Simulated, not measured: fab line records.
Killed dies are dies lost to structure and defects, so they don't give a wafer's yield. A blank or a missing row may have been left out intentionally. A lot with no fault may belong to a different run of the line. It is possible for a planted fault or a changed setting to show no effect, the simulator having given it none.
Chamber matching | flow n5 finfet | 4 sister chambers for N5_SD_EPI_N_DESCUM_14 on rie diel-03
The step chemistry O2, time 7.9 s. 4 wafers are shown with their chamber, then 8 later ones without.

## EACH WAFER AND ITS CHAMBER
wafer  | chamber | drypump motor current A (A)
L087.5 | 1       | 6.4
L090.2 | 3       | 5.5
L090.5 | 0       | 5.8
L092.1 | 2       | 5.3

## WAFERS MISSING THEIR CHAMBER
wafer  | drypump motor current A (A)
L092.4 | 5.8
L092.6 | 5.4
L094.2 | 6.3
L094.3 | 5.5
L094.5 | 5.5
L095.4 | 5.3
L095.5 | 5.3
L095.6 | 5.5

## THE CHAMBER EACH PASSED THROUGH
wafer  | from the rows above     | in truth
L092.4 | 0                       | 0
L092.6 | can't be placed: 3 or 2 | 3
L094.2 | 1                       | 1
L094.3 | 3                       | 3
L094.5 | 3                       | 3
L095.4 | 2                       | 2
L095.5 | 2                       | 2
L095.6 | 3                       | 3
Correct placement for 7 of the 8. Not placeable from these rows: 1 (in 1, the candidates include the true chamber). 0 placed wrongly.
How it was worked out, from the rows above alone: a wafer's distance from a chamber is the root of the sum, over the readings, of the square of ((its reading less the chamber's mean) divided by the reading's scatter). The wafer belongs to the nearest chamber; if the next one is less than 2 further off, it can't be placed. Each chamber's mean is taken over the wafers shown for it. The scatter: root of mean squared gap, hidden wafer to nearest shown wafer, with one shown wafer a chamber.
